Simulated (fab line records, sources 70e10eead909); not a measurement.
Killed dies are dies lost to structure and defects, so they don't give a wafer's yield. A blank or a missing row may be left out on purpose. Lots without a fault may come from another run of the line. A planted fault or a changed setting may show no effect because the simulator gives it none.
Which tool did it? | flow nand_harc | 14 lots, 42 wafers sampled, at 4 steps of a route of 1302

WHAT THE GAUGES READ, wafer by wafer
The record holds no reading of a measuring or inspecting step that can be judged against a usual standard deviation.

WHICH TOOL RAN EACH LOT (tool, then ch and the chambers of the sampled wafers, then the start)
lot  | NHARC_A_STAIRCASE_ETCH_313         | NHARC_A_STAIRCASE_ETCH_315                    | NHARC_A_STAIRCASE_ETCHBACK_416                | NHARC_A_STAIRCASE_DEP_151
L413 | rie_diel-01 ch 0,1,3, day 17 23:20 | rie_diel-01 ch 0,1,2, day 18 18:47 or earlier | rie_diel-01 ch 0,2,3, day 18 18:47 or earlier | pecvd-04 ch 0,1, day 18 18:47
L414 | rie_diel-06 ch 1,2,3, day 18 11:52 | rie_diel-06 ch 0,1,3, day 19 03:59 or earlier | rie_diel-07 ch 1,3, day 19 03:59 or earlier   | pecvd-04 ch 0,1, day 19 03:59
L417 | rie_diel-01 ch 0,1, day 19 23:10   | rie_diel-01 ch 1,2,3, day 20 14:29 or earlier | rie_diel-06 ch 0,3, day 20 14:29 or earlier   | pecvd-04 ch 0,1,2, day 20 14:29
L419 | rie_diel-01 ch 0,2,3, day 20 08:49 | rie_diel-01 ch 2,3, day 20 23:54 or earlier   | rie_diel-07 ch 1,2, day 20 23:54 or earlier   | pecvd-04 ch 0,1,2, day 20 23:54
L418 | rie_diel-01 ch 1,2,3, day 20 10:42 | rie_diel-01 ch 0,3, day 21 00:11 or earlier   | rie_diel-06 ch 0,1,3, day 21 00:11 or earlier | pecvd-02 ch 0,1,2, day 21 00:11
L421 | rie_diel-01 ch 1,3, day 21 17:29   | rie_diel-01 ch 0,1,3, day 22 08:04 or earlier | rie_diel-07 ch 1,2,3, day 22 08:04 or earlier | pecvd-04 ch 1,2, day 22 08:04
L424 | rie_diel-06 ch 0,1,2, day 22 12:42 | rie_diel-06 ch 0,3, day 23 03:41 or earlier   | rie_diel-01 ch 2,3, day 23 03:41 or earlier   | pecvd-03 ch 0,1,2, day 23 03:41
L425 | rie_diel-07 ch 0,2,3, day 22 15:08 | rie_diel-07 ch 0,2,3, day 23 03:41 or earlier | rie_diel-06 ch 1,2,3, day 23 03:41 or earlier | pecvd-04 ch 1,2, day 23 03:41
L426 | rie_diel-01 ch 0,2,3, day 23 19:34 | rie_diel-01 ch 0,1,3, day 24 13:17 or earlier | rie_diel-06 ch 1,2,3, day 24 13:17 or earlier | pecvd-02 ch 0,1, day 24 13:17
L428 | rie_diel-07 ch 1,3, day 24 01:36   | rie_diel-07 ch 1,3, day 24 21:05 or earlier   | rie_diel-06 ch 0,1,2, day 24 21:05 or earlier | pecvd-02 ch 0,1, day 24 21:05
L429 | rie_diel-07 ch 0,3, day 24 19:49   | rie_diel-07 ch 0,1,3, day 25 11:03 or earlier | rie_diel-07 ch 0,1, day 25 11:03 or earlier   | pecvd-02 ch 0,1,2, day 25 11:03
L432 | rie_diel-01 ch 1,2,3, day 25 16:47 | rie_diel-01 ch 0,2,3, day 26 09:09 or earlier | rie_diel-01 ch 0,2,3, day 26 09:09 or earlier | pecvd-02 ch 0,1, day 26 09:09
L431 | rie_diel-01 ch 2,3, day 25 20:04   | rie_diel-01 ch 2,3, day 26 12:46 or earlier   | rie_diel-07 ch 0,1,3, day 26 12:46 or earlier | pecvd-02 ch 0,2, day 26 12:46
L433 | rie_diel-07 ch 1,2,3, day 27 04:00 | rie_diel-07 ch 0,2, day 27 18:59 or earlier   | rie_diel-07 ch 1,2,3, day 27 18:59 or earlier | pecvd-02 ch 0,2, day 27 18:59
- NHARC_A_STAIRCASE_ETCH_313: etches the open film in CF4/CHF3.
- NHARC_A_STAIRCASE_ETCH_315: etches the open film in C4F8/O2/Ar, target depth 2500 nm, time 607.1 s.
- NHARC_A_STAIRCASE_ETCHBACK_416: etches the open film in C4F8/O2/Ar, target depth 36 nm, time 7.2 s.
- NHARC_A_STAIRCASE_DEP_151: deposits SiO2, target thk 7200 nm.

WHAT THE TOOLS THEMSELVES READ (means of the sampled wafers that have a number; where no wafer has one, the mark that the record gives instead)
NHARC_A_STAIRCASE_ETCH_313. Usual: bias_w 200.1 W, standard deviation 0.62; cf4_flow_sccm 100.0 sccm, standard deviation 0.31; drypump_motor_current_A 5.7 A, standard deviation 0.37; oes_product_au 0.935 a.u., standard deviation 0.019; rf_vpp_V 370.2 V, standard deviation 2.3; showerhead_plenum_p_Torr 1.57 Torr, standard deviation 0.066; throttle_valve_pct 16.803 %, standard deviation 0.0088.
lot  | tool        | bias_w (W) | cf4_flow_sccm (sccm) | drypump_motor_current_A (A) | oes_product_au (a.u.) | rf_vpp_V (V) | showerhead_plenum_p_Torr (Torr) | throttle_valve_pct (%) | flag
L413 | rie_diel-01 | 199.9      | 99.8                 | 5.7                         | 0.930                 | 369.3        | 1.54                            | 16.802                 |
L414 | rie_diel-06 | 199.8      | 100.2                | 5.6                         | 0.923                 | 374.8        | 1.68                            | 16.808                 |
L417 | rie_diel-01 | 199.6      | 100.0                | 5.6                         | 0.924                 | 370.3        | 1.57                            | 16.807                 |
L419 | rie_diel-01 | 199.6      | 99.8                 | 5.8                         | 0.931                 | 369.3        | 1.52                            | 16.804                 |
L418 | rie_diel-01 | 199.3      | 100.3                | 5.9                         | 0.924                 | 370.1        | 1.55                            | 16.797                 |
L421 | rie_diel-01 | 200.0      | 100.2                | 6.0                         | 0.924                 | 368.6        | 1.52                            | 16.802                 |
L424 | rie_diel-06 | 199.8      | 99.8                 | 5.8                         | 0.923                 | 373.1        | 1.66                            | 16.805                 |
L425 | rie_diel-07 | 199.7      | 99.8                 | 5.4                         | 0.924                 | 368.1        | 1.52                            | 16.797                 |
L426 | rie_diel-01 | 200.2      | 99.9                 | 5.8                         | 0.927                 | 368.5        | 1.52                            | 16.811                 |
L428 | rie_diel-07 | 200.5      | 100.0                | 5.5                         | 0.955                 | 371.8        | 1.62                            | 16.807                 |
L429 | rie_diel-07 | 200.3      | 100.0                | 5.5                         | 0.921                 | 368.5        | 1.52                            | 16.798                 |
L432 | rie_diel-01 | 200.2      | 100.1                | 5.9                         | 0.965                 | 369.6        | 1.54                            | 16.804                 |
L431 | rie_diel-01 | 200.4      | 100.2                | 6.1                         | 0.919                 | 368.3        | 1.50                            | 16.793                 |
L433 | rie_diel-07 | 199.4      | 100.1                | 5.5                         | 0.968                 | 370.3        | 1.57                            | 16.804                 |

NHARC_A_STAIRCASE_ETCH_315. Usual: bias_w 3001 W, standard deviation 8.8; oes_product_au 0.932 a.u., standard deviation 0.011; rf_vpp_V 1826 V, standard deviation 11.
lot  | tool        | bias_w (W) | oes_product_au (a.u.) | rf_vpp_V (V) | flag
L413 | rie_diel-01 | 3004       | 0.934                 | 1825         |
L414 | rie_diel-06 | 3001       | 0.936                 | 1841         |
L417 | rie_diel-01 | 3008       | 0.926                 | 1822         |
L419 | rie_diel-01 | 3001       | 0.924                 | 1817         |
L418 | rie_diel-01 | 3005       | 0.927                 | 1816         |
L421 | rie_diel-01 | 2992       | 0.934                 | 1820         |
L424 | rie_diel-06 | 2990       | 0.930                 | 1841         |
L425 | rie_diel-07 | 3004       | 0.930                 | 1817         |
L426 | rie_diel-01 | 3001       | 0.938                 | 1819         |
L428 | rie_diel-07 | 3003       | 0.921                 | 1828         |
L429 | rie_diel-07 | 2989       | 0.932                 | 1825         |
L432 | rie_diel-01 | 3003       | 0.946                 | 1818         |
L431 | rie_diel-01 | 3000       | 0.927                 | 1816         |
L433 | rie_diel-07 | 2995       | 0.955                 | 1814         |

NHARC_A_STAIRCASE_ETCHBACK_416. Usual: bias_w 800.3 W, standard deviation 2.4; oes_product_au 0.933 a.u., standard deviation 0.025; rf_vpp_V 724 V, standard deviation 4.6.
lot  | tool        | bias_w (W) | oes_product_au (a.u.) | rf_vpp_V (V) | flag
L413 | rie_diel-01 | 799.7      | 0.918                 | 720          |
L414 | rie_diel-07 | 799.7      | 0.925                 | 724          |
L417 | rie_diel-06 | 799.8      | 0.930                 | 728          |
L419 | rie_diel-07 | 804.0      | 0.945                 | 724          |
L418 | rie_diel-06 | 799.0      | 0.924                 | 728          |
L421 | rie_diel-07 | 800.8      | 0.921                 | 724          |
L424 | rie_diel-01 | 800.5      | 0.927                 | 720          |
L425 | rie_diel-06 | 798.7      | 0.918                 | 729          |
L426 | rie_diel-06 | 801.1      | 0.929                 | 729          |
L428 | rie_diel-06 | 801.6      | 0.922                 | 728          |
L429 | rie_diel-07 | 799.1      | 0.934                 | 722          |
L432 | rie_diel-01 | 801.5      | 0.921                 | 719          |
L431 | rie_diel-07 | 800.7      | 0.924                 | 722          |
L433 | rie_diel-07 | 798.0      | 0.914                 | 723          |

NHARC_A_STAIRCASE_DEP_151. Usual: heater_power_outer_w 371 W, standard deviation 54; heater_power_w 637 W, standard deviation 81.
lot  | tool     | heater_power_outer_w (W) | heater_power_w (W) | flag
L413 | pecvd-04 | 377                      | 623                |
L414 | pecvd-04 | 368                      | 614                |
L417 | pecvd-04 | -                        | -                  | OFF
L419 | pecvd-04 | -                        | -                  | OFF
L418 | pecvd-02 | -                        | -                  | OFF
L421 | pecvd-04 | 381                      | 635                |
L424 | pecvd-03 | 340                      | 609                |
L425 | pecvd-04 | 383                      | 644                |
L426 | pecvd-02 | 374                      | 647                |
L428 | pecvd-02 | 385                      | 688                |
L429 | pecvd-02 | 360                      | 626                |
L432 | pecvd-02 | 305                      | 546                |
L431 | pecvd-02 | 419                      | 743                |
L433 | pecvd-02 | 416                      | 733                |

THE ANSWER, worked out from the rows above alone
Rule: a lot is off if the mean of its wafers that have a number lies more than 3 standard deviations from the usual mean. A lot without any number at a reading at which 4 lots or more have one is off too. The other lots that the step has rows for count as sound. The gauges are gone through in route order, then the tools' own readings, and for those a lot's mean is taken as printed above. The first step at which some lot is off is used, and at that step the reading that is off furthest; a lot without a number counts as furthest.
Off: L417, L419, L418, at NHARC_A_STAIRCASE_DEP_151 (heater_power_outer_w). Without a number there: L417, L419, L418.
A tool fits if, at that step or a process step before it, it ran every lot that is off, and no sound lot after the first of them. NHARC_A_STAIRCASE_ETCH_315 gives no start for some lots, so the hours and the order of its lots are those of NHARC_A_STAIRCASE_DEP_151. NHARC_A_STAIRCASE_ETCHBACK_416 gives no start for some lots, so the hours and the order of its lots are those of NHARC_A_STAIRCASE_DEP_151. None of those tried fits.

WHAT THE SIMULATOR HAD PUT IN
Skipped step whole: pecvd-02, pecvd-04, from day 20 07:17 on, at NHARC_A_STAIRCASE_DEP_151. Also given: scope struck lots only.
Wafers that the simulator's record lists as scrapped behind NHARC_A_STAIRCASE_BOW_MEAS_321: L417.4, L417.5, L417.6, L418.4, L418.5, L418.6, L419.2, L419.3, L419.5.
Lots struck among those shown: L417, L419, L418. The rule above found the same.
